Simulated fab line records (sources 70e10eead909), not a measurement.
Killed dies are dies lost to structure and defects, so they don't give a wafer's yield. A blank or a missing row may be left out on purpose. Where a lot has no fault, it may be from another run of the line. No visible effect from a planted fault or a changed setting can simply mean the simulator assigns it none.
fab line records ; flow nandHarc
record lots=5; wafers=15; lastDay=33
route steps=1302 shown A_CONTACT@1070 END@1302
lots that met no fault: from a run of the same line without faults
startH: start of the lot's first displayed wafer, in hours after the record's first day ; waitH: hours from the lot's prior step to this one ; " repeats the value in the row above ; L1.1+2: several wafers, shown together as one row ; - either no value or no given start ; * or withheld: withheld ; < > ~ a bound
route shown NAME@n: a module of which the file shows steps, and the number in the route of the first ; usual: mean/standard deviation taken from wafers without a fault ; same: alike in all rows ; chamber/n: place in a boat ; sites: the reading at each site ; _std_site: their standard deviation ; _edge_site: the outer-site mean with the inner-site mean subtracted ; radiusMm: how far each site lies from the wafer's centre ; mask NAME#n: copy n ; behind: the tool/chamber that last shaped the wafer ; hold: the reason the lot was held/the length of the hold in hours/how it ended ; device: names the non-switching transistor (n, p or np) ; end of line: at the end of the route, the tests of the same wafers ; step lacking rows: just its recipe ; killed: dies that structure and defects cost at the first sort, which is not the same as the wafer's yield ; map: shows each die of a wafer: x if killed, . if not, _ if none is there
set.NAME: the setting as run; set.NAME@STEP: as run at that earlier step ; model.NAME: the simulator's own value behind a step, which no gauge read
a table for each step, a row for each wafer; lots at some steps of the route
services: the hour from which a tool's chamber was out of use, counted from the record's first day as startH (under 0 if before that day), plus the number of hours and why
## steps
# step NHARC_A_CONTACT_COAT_86
# recipe tempC=260; timeS=75
# step NHARC_A_CONTACT_COAT_87
# recipe tempC=225; timeS=65
# step NHARC_A_CONTACT_COAT_02
# recipe spinRpm=1500; resistThkNm=90
# step NHARC_A_CONTACT_SOFTBAKE_03
# recipe tempC=105; timeS=55
# step NHARC_A_CONTACT_EBR_04
# step NHARC_A_CONTACT_EXPOSE_05
# recipe na=1.35; sigmaOuter=0.8; doseMj=84.24; maskId=A_CC
# step NHARC_A_CONTACT_PEB_06
# recipe pebTempC=100; pebTimeS=65
# step NHARC_A_CONTACT_DEVELOP_07
# recipe developTimeS=35; devTempC=23
# step NHARC_A_CONTACT_CD_MEAS_08
# recipe targetCdNm=200; landingEnergyEv=500
# usual cdNm=199.8/0.44
lot.wafer;tool;chamber;startH;waitH;cdNm
L419.1;cdSem-03;0;542.45;-;200.3
L419.2;cdSem-03;0;542.45;-;200.0
L419.3;cdSem-03;0;542.45;-;200.0
L422.2;cdSem-02;0;572.81;-;200.3
L422.4;cdSem-02;0;572.81;-;199.3
L422.5;cdSem-02;0;572.81;-;199.5
L426.1;cdSem-01;0;623.66;-;199.4
L426.3;cdSem-01;0;623.66;-;199.9
L426.6;cdSem-01;0;623.66;-;199.3
L435.2;cdSem-02;0;711.39;-;199.8
L435.3;cdSem-02;0;711.39;-;199.4
L435.5;cdSem-02;0;711.39;-;198.8
L438.3;cdSem-01;0;742.10;-;200.4
L438.5;cdSem-01;0;742.10;-;201.0
L438.6;cdSem-01;0;742.10;-;200.4
# step NHARC_A_CONTACT_OVL_MEAS_09
# usual overlayXNm=0.2/0.83; overlayYNm=-0.1/0.91
lot.wafer;tool;chamber;startH;waitH;overlayXNm;overlayYNm
L419.1;overlay-02;-;542.54;-;1.0;0.1
L419.2;overlay-02;-;542.54;-;-0.1;0.7
L419.3;overlay-02;-;542.54;-;0.3;0.3
L422.2;overlay-02;-;572.89;-;0.9;0.1
L422.4;overlay-02;-;572.89;-;0.7;0.6
L422.5;overlay-02;-;572.89;-;0.7;0.5
L426.1;overlay-02;-;623.74;-;0.4;1.4
L426.3;overlay-02;-;623.74;-;0.2;1.3
L426.6;overlay-02;-;623.74;-;-0.3;1.0
L435.2;overlay-02;-;711.48;-;0.4;-1.7
L435.3;overlay-02;-;711.48;-;0.1;-1.1
L435.5;overlay-02;-;711.48;-;-0.2;-1.6
L438.3;overlay-01;-;742.18;-;-0.3;-1.0
L438.5;overlay-01;-;742.18;-;-0.3;0.4
L438.6;overlay-01;-;742.18;-;-0.1;-0.4
# step NHARC_A_CONTACT_INSPECT_10
# usual rawDefectCount=82/38
lot.wafer;tool;chamber;startH;waitH;rawDefectCount
L419.1;defectInspect-02;-;542.57;0.0;65
L419.2;defectInspect-02;-;542.57;0.0;61
L419.3;defectInspect-02;-;542.57;0.0;65
L422.2;defectInspect-02;-;572.93;0.0;73
L422.4;defectInspect-02;-;572.93;0.0;75
L422.5;defectInspect-02;-;572.93;0.0;62
L426.1;defectInspect-02;-;623.78;0.0;105
L426.3;defectInspect-02;-;623.78;0.0;107
L426.6;defectInspect-02;-;623.78;0.0;133
L435.2;defectInspect-01;-;711.51;0.0;93
L435.3;defectInspect-01;-;711.51;0.0;112
L435.5;defectInspect-01;-;711.51;0.0;83
L438.3;defectInspect-02;-;742.22;0.0;21
L438.5;defectInspect-02;-;742.22;0.0;30
L438.6;defectInspect-02;-;742.22;0.0;25
# step NHARC_A_CONTACT_DESCUM_13
# recipe timeS=3; o2FlowSccm=200; arFlowSccm=0; biasPowerW=0; chemistry=O2
# usual drypumpMotorCurrentA=5.9/0.36; o2FlowSccm=200.1/0.62; oesProductAu=1.001/0.0072; rfVppV=57.8/0.95; showerheadPlenumPTorr=1.92/0.084; throttleValvePct=11.311/0.0081
lot.wafer;tool;chamber;startH;waitH;drypumpMotorCurrentA;o2FlowSccm;oesProductAu;rfHoursCounterH;rfVppV;showerheadPlenumPTorr;throttleValvePct
L419.2;rieDiel-03;1;542.64;0.1;6.3;200.3;1.003;12;57.2;2.02;11.311
L419.1;rieDiel-03;2;542.64;0.1;6.0;198.4;0.989;15;56.8;1.78;11.317
L419.3;rieDiel-03;3;542.64;0.1;6.2;201.0;0.997;16;59.7;2.01;11.312
L422.2;rieDiel-03;3;572.99;0.1;6.1;200.7;0.996;23;58.1;2.01;11.323
L422.4;rieDiel-03;1;572.99;0.1;6.3;199.9;0.995;18;57.6;2.02;11.323
L422.5;rieDiel-03;3;572.99;0.1;6.2;200.0;0.995;-;58.4;2.01;11.297
L426.1;rieDiel-01;1;623.85;0.1;6.1;199.9;0.993;17;57.8;2.02;11.312
L426.3;rieDiel-01;2;623.85;0.1;5.5;200.2;1.002;18;57.1;1.91;11.303
L426.6;rieDiel-01;0;623.85;0.1;5.5;200.8;1.002;-;58.4;1.93;11.294
L435.2;rieDiel-01;2;711.81;0.3;5.5;200.5;1.001;47;58.1;1.90;11.304
L435.3;rieDiel-01;0;711.81;0.3;5.5;200.3;0.990;54;56.8;1.91;11.310
L435.5;rieDiel-01;2;711.81;0.3;5.5;200.0;1.008;-;56.2;1.90;11.305
L438.3;rieDiel-10;0;742.29;0.1;5.0;200.0;1.011;41;57.3;1.90;11.295
L438.6;rieDiel-10;2;742.29;0.1;5.9;200.7;0.998;-;57.9;1.99;11.321
L438.5;rieDiel-10;3;742.29;0.1;5.9;199.3;1.006;-;56.7;1.82;11.308
# step NHARC_A_CONTACT_ETCH_88
# recipe targetDepthA=390; overEtchFrac=0.3; timeS=65; ionEnergyEv=80; cf4FlowSccm=150; arFlowSccm=0; rfW=300; biasW=100; chemistry=CF4
# usual biasW=100.0/0.32; drypumpMotorCurrentA=5.9/0.36; oesProductAu=1.001/0.0065; rfVppV=151.3/1.1; runLengthS=86.2/0.44; showerheadPlenumPTorr=1.77/0.073; throttleValvePct=13.285/0.0097
lot.wafer;tool;chamber;startH;waitH;biasW;drypumpMotorCurrentA;oesProductAu;rfHoursCounterH;rfVppV;runLengthS;showerheadPlenumPTorr;throttleValvePct
L419.1;rieDiel-03;2;542.72;0.1;99.9;6.0;1.006;15;151.2;86.4;1.66;13.301
L419.3;rieDiel-03;3;542.72;0.1;99.9;6.1;1.001;16;152.7;86.4;1.85;13.303
L419.2;rieDiel-03;0;542.72;0.1;100.3;5.7;0.999;15;149.9;85.7;1.66;13.283
L422.2;rieDiel-03;3;573.09;0.1;99.8;6.2;1.006;23;153.8;86.8;1.85;13.286
L422.4;rieDiel-03;0;573.09;0.1;100.1;5.7;1.004;21;150.7;85.6;1.66;13.278
L422.5;rieDiel-03;1;573.09;0.1;99.6;6.3;1.015;-;153.0;87.0;1.86;13.295
L426.1;rieDiel-01;2;623.94;0.1;99.9;5.5;0.998;18;150.1;86.6;1.76;13.287
L426.3;rieDiel-01;3;623.94;0.1;100.3;5.9;0.996;17;150.4;85.5;1.78;13.292
L426.6;rieDiel-01;0;623.94;0.1;100.1;5.5;1.006;-;152.2;85.2;1.78;13.304
L435.2;rieDiel-01;2;711.97;0.2;99.9;5.5;0.999;47;151.2;86.2;1.75;13.300
L435.3;rieDiel-01;3;711.97;0.2;100.0;5.9;1.005;50;151.5;85.8;1.77;13.293
L435.5;rieDiel-01;0;711.97;0.2;-;5.5;0.993;-;151.9;68.5;1.77;13.288
L438.3;rieDiel-10;1;742.45;0.1;100.6;6.4;1.014;40;150.0;85.9;1.78;13.253
L438.5;rieDiel-10;3;742.45;0.1;100.1;5.8;1.001;-;151.1;86.4;1.69;13.284
L438.6;rieDiel-10;0;742.45;0.1;99.6;5.1;1.007;-;151.0;86.2;1.76;13.285
# step NHARC_A_CONTACT_ETCH_89
# recipe targetDepthA=2600; overEtchFrac=0.3; timeS=475.3; ionEnergyEv=200; n2FlowSccm=150; h2FlowSccm=150; arFlowSccm=0; rfW=400; biasW=150; chemistry=N2/H2
# usual biasW=150.0/0.46; drypumpMotorCurrentA=5.9/0.36; oesProductAu=1.001/0.0078; rfVppV=430.7/2.7; runLengthS=496.4/0.43; showerheadPlenumPTorr=2.05/0.091; throttleValvePct=14.171/0.0092
lot.wafer;tool;chamber;startH;waitH;biasW;drypumpMotorCurrentA;oesProductAu;rfHoursCounterH;rfVppV;runLengthS;showerheadPlenumPTorr;throttleValvePct
L419.1;rieDiel-03;1;-;-;149.4;6.3;1.007;12;434.9;496.8;2.16;14.177
L419.2;rieDiel-03;3;-;-;150.7;6.2;0.986;16;433.6;496.6;2.15;14.175
L419.3;rieDiel-03;0;-;-;150.4;5.8;0.990;15;426.1;496.2;1.91;14.178
L422.2;rieDiel-03;3;-;-;150.2;6.1;0.998;23;434.6;496.9;2.14;14.151
L422.4;rieDiel-03;2;-;-;149.4;6.0;0.998;22;427.4;496.3;1.89;14.170
L422.5;rieDiel-03;3;-;-;150.0;6.1;0.999;-;433.2;497.3;2.14;14.162
L426.3;rieDiel-01;3;-;-;150.2;5.9;0.998;17;431.3;495.9;2.05;14.190
L426.1;rieDiel-01;1;-;-;149.5;6.1;1.002;17;433.0;497.4;2.15;14.176
L426.6;rieDiel-01;3;-;-;149.9;5.9;0.996;-;430.8;496.3;2.05;14.164
L435.3;rieDiel-01;0;-;-;150.8;5.5;1.002;54;431.1;496.2;2.04;14.172
L435.2;rieDiel-01;2;-;-;150.0;5.5;1.004;47;430.3;496.0;2.02;14.175
L435.5;rieDiel-01;0;-;-;150.5;5.5;1.005;-;429.9;495.7;2.04;14.180
L438.3;rieDiel-10;1;-;-;150.3;6.4;1.012;40;431.7;496.2;2.05;14.159
L438.6;rieDiel-10;1;-;-;149.5;6.4;1.014;-;431.2;496.4;2.05;14.170
L438.5;rieDiel-10;2;-;-;150.4;5.8;1.014;-;434.9;496.5;2.12;14.162
# step NHARC_END_SORT_01
# recipe tempC=25
# usual killedAtArray=46/15; killedAtOther=0.8/1.1; killedAtPeriphery=4.0/2.9; killedDies=50/15; killedOpen=3.2/1.8; killedShort=2.3/1.6
# same grossDies=677
lot.wafer;tool;chamber;startH;waitH;killedAtArray;killedAtOther;killedAtPeriphery;killedDies;killedOpen;killedShort
L435.5;prober-02;0;775.93;3.7;167;0;7;174;6;4
# killed by level:class
L435.5 A_CONTACT:areaEtch=125 A_SLIT:chamberFilmFlake=12 A_CHANNEL_HOLE_D2:chamberFilmFlake=11 P_GATE:chamberFilmFlake=4 A_CONTACT:chamberFilmFlake=3 A_DECK1_JOINT:geometricParticle:short=2 A_CONTACT:geometricParticle:open=2 P_M2:chamberFilmFlake=2
# map L435.5 (x killed, . not)
____________.____________
_________xx....._________
_______..........x_______
______....x........______
_____..............._____
____..........x......____
____...........x.....____
___.x..x.xx...........___
___......xx...x...x...___
__..x....x....x........__
__.........xxxx........__
_x...x..x..x...xx..x...._
_...x......x...xxx......_
_.......x.xxx.x........._
_....xx..xxx.xx.x.x....._
_....x...x.xx....x.x...._
...........x.xx..xx......
......xx.xxxx..xx.x......
.......xxx.xxx.xxx.......
......xx..x.xxx...x.x....
x.x..x...x.xxx...xx......
_....x.x.xx..xx..x.x...._
_.......xxx...x.x.x.x.x._
_x....x....xx.x...x.x..._
_.......x..xx..x....x..._
_......x...x.x.xxxx....._
__.....x..xxxxx........__
__........x...xxxx.....__
___...........xx......___
___.....x..x.......x..___
____........xxxx.....____
____...x.....x.x....x____
_____..x....xxxxxxx._____
______........x.xxx______
_______...x.xxxx.x_______
_________.x.x.xx_________
____________.____________
# map L426.1 (x killed, . not)
____________.____________
_________......._________
_______.........x._______
______.............______
_____.......x......._____
____..............x..____
____...x.............____
___.........x..x.x....___
___...................___
__.....................__
__.......x....x.....x..__
_.....................x._
_....................x.._
_......................._
_....................x.._
_...................x..._
.........................
.........................
x......................x.
...........x..........x..
......................x..
_......................._
_......................x_
_..................xxxxx_
_.................x.xxxx_
_....................xxx_
__.........x........xxx__
__..................xx.__
___......x..........xx___
___......x....x.......___
____...............xx____
____.................____
_____...x....xx....._____
______.....xxxx....______
_______....xxxxx.._______
_________..xxxxx_________
____________x____________
## services
tool;chamber;startH;hours;kind
rieDiel-01;0;537.67;-;clean
rieDiel-01;1;537.67;-;clean
rieDiel-01;2;537.67;-;clean
rieDiel-01;3;537.67;-;clean
rieDiel-03;0;540.96;-;clean
rieDiel-03;1;540.96;-;clean
rieDiel-03;2;540.96;-;clean
rieDiel-03;3;540.96;-;clean
rieDiel-01;-;558.64;9.0;pm
rieDiel-01;0;558.64;9.0;ventCycle
rieDiel-01;1;558.64;9.0;ventCycle
rieDiel-01;2;558.64;9.0;ventCycle
rieDiel-01;3;558.64;9.0;ventCycle
rieDiel-10;-;596.66;9.0;pm
rieDiel-03;-;598.97;1.0;repair
rieDiel-03;-;635.36;9.0;pm
rieDiel-03;-;654.68;0.5;repair
rieDiel-10;2;656.88;17.1;repair
rieDiel-01;3;663.68;8.8;repair
rieDiel-10;-;709.26;1.2;repair
rieDiel-10;0;714.82;4.4;repair
rieDiel-01;3;728.08;4.5;repair
rieDiel-03;0;734.99;9.8;repair
rieDiel-01;-;735.64;9.0;pm
## key
firstSign step=NHARC_A_CONTACT_ETCH_88; reading=runLengthS; direction=down; sigmas=40; usual=*; struck=*
effect step=NHARC_END_SORT_01; reading=killedDies; direction=up; sigmas=8.1; usual=50; struck=174
moreKillsBornAt NHARC_A_CONTACT_ETCH_88@rieDiel-01=125
metAt NHARC_A_CONTACT_ETCH_88
struckWafers L435.5
testerLeftOut L435
onsetBetween 623.94 711.97
fault kind=processParameterDrift; tool=rieDiel-01; chamber=0; onsetH=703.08; steps=NHARC_A_CONTACT_ETCH_88; channel=timeS; offset=*; shape=step; endH=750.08; actsIn=*; stated=*
# testerLeftOut: of these lots the tester's yield and bins aren't shown, on N5 and GAA mostly nor the transistor test; their killed dies are dies lost to structure and defects alone, not to doping, threshold or leakage, so they don't give the yield
